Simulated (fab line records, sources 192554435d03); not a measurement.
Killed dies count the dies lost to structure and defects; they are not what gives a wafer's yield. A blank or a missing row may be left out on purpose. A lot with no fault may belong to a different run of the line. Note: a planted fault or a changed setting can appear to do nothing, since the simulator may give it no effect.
Split-lot study ; flow n5Finfet ; 21 wafers read across 7 lots, on a route 1938 steps long

== SPLIT DETAILS ==
At N5_BEOL_M14_SPUTTER_43 (material TaN, target thk 15 nm, time 24.19 s), the setting timeS was moved away from the recipe's 24.19 s on 7 of the 21 wafers read, by -12.9% to +11.8%. This setting was run at the recipe's value on the other wafers.

The split's own step is where the reading is taken.

== THE READING ==
TaN_of_BEOL_M14_SPUTTER_43.thkNm (the simulator's own value, which no gauge read), in nm, at N5_BEOL_M14_SPUTTER_43 (material TaN, target thk 15 nm, time 24.19 s). There is no usual value for it anywhere in the file. The 14 wafers here that ran the recipe average 15.1 nm, standard deviation 0.21 nm.

wafer;tool, chamber at the split;timeS as run, s;against the recipe;TaN_of_BEOL_M14_SPUTTER_43.thkNm, nm;against lot-mates on the recipe
L078.1;pvdSputter-03, -;24.19;recipe;15;-
L078.2;pvdSputter-03, -;24.19;recipe;15.4;-
L078.3;pvdSputter-03, -;24.19;recipe;14.8;-
L083.3;pvdSputter-01, -;24.19;recipe;15.2;-
L083.6;pvdSputter-01, -;24.19;recipe;15.2;-
L083.4;pvdSputter-01, -;25.27;+4.5%;16.2;+1.0
L081.1;pvdSputter-01, -;26.35;+8.9%;16.6;+1.0
L081.5;pvdSputter-01, -;26.35;+8.9%;16.6;+1.0
L081.4;pvdSputter-01, -;24.19;recipe;15.6;-
L082.1;pvdSputter-01, -;27.05;+11.8%;16.6;+1.4
L082.2;pvdSputter-01, -;24.19;recipe;15.2;-
L082.3;pvdSputter-01, -;27.05;+11.8%;17;+1.8
L090.1;pvdSputter-02, -;24.19;recipe;15;-
L090.3;pvdSputter-02, -;24.19;recipe;15;-
L090.6;pvdSputter-02, -;24.19;recipe;15;-
L093.1;pvdSputter-01, -;21.06;-12.9%;13;-2.4
L093.6;pvdSputter-01, -;21.06;-12.9%;13;-2.4
L093.4;pvdSputter-01, -;24.19;recipe;15.4;-
L095.2;pvdSputter-02, -;24.19;recipe;15;-
L095.5;pvdSputter-02, -;24.19;recipe;15;-
L095.3;pvdSputter-02, -;24.19;recipe;15.2;-

FIT RESULTS
A straight line over all 21 wafers: TaN_of_BEOL_M14_SPUTTER_43.thkNm changes by +0.158 nm for each +1% of timeS; r = +0.98; the points scatter about the line by 0.22 nm.
The same after taking each lot's own level away (the mean of its wafers on the recipe; 21 wafers): +0.156 nm for each +1%; r = +0.98; scatter 0.22 nm.
On that fit, the largest move of timeS shifts the reading by 2 nm.
Across the lots, their own levels run from 15.00 to 15.60 nm, a range of 2.9 times the standard deviation given above.
Consequently the slope shifts little with the lot-to-lot level, the two slopes agreeing.
Check: with one of the wafers moved furthest among these (-12.9%) left out of the fit, the line predicts -1.98 nm for it against its lot-mates. It came out at -2.4 nm against them.

== OTHER SPLITS APPLIED TO THESE WAFERS ==
Note: prior to the reading, these wafers also went through further splits. Each is held against what the fit with the lots' levels taken away leaves over:
other split on the same wafers;wafers away from the commonest value;r with TaN_of_BEOL_M14_SPUTTER_43.thkNm (lot level and that fit taken away)
N5_BEOL_M14_PEB_26 pebTempC;5;-0.27
N5_BEOL_M14_ETCH_68 timeS;13;-0.33

== FILE'S OWN FIT ==
TaN_of_BEOL_M14_SPUTTER_43.thkNm changes by +0.156 nm for each +1% of timeS, r = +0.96.
